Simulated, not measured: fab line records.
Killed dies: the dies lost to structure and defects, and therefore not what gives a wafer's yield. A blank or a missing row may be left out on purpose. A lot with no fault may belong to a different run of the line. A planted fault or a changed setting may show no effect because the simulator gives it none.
Chamber matching    flow n5 finfet    pecvd-03 running N5_BEOL_M9_DEP_56: 3 sister chambers
The step deposits SiCN from 3MS/NH3, target thk 15 nm, time 26.5 s. 3 wafers are shown with their chamber, then 12 later ones without.

EACH WAFER AND ITS CHAMBER
wafer   chamber  throttle valve pct (%)
L092.1  2        8.6
L092.2  1        9.4
L092.3  0        8.6

WAFERS MISSING THEIR CHAMBER
wafer   throttle valve pct (%)
L091.1  8.5
L091.2  8.4
L091.3  9.4
L094.1  8.4
L094.5  8.5
L094.6  9.4
L097.2  9.3
L097.4  9.3
L097.5  9.2
L095.2  9.2
L095.3  8.5
L095.4  9.4

WHICH CHAMBER EACH WENT THROUGH
wafer   from the rows above      in truth
L091.1  can't be placed: 0 or 2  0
L091.2  can't be placed: 0 or 2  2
L091.3  1                        1
L094.1  can't be placed: 0 or 2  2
L094.5  can't be placed: 0 or 2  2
L094.6  1                        1
L097.2  1                        1
L097.4  1                        1
L097.5  1                        1
L095.2  1                        1
L095.3  can't be placed: 0 or 2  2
L095.4  1                        1
Placed correctly: 7 of 12. These rows do not allow placing 5 (true chamber among the candidates in 5). 0 placed wrongly.
How it was worked out, from the rows above alone: a wafer's distance from a chamber is the root of the sum, over the readings, of the square of ((its reading less the chamber's mean) divided by the reading's scatter). If the next closest chamber is less than 2 further off than the closest, the wafer can't be placed; otherwise it belongs to the closest. A chamber's mean is the mean of its shown wafers. The scatter: root of mean squared gap, hidden wafer to nearest shown wafer, with one shown wafer a chamber.
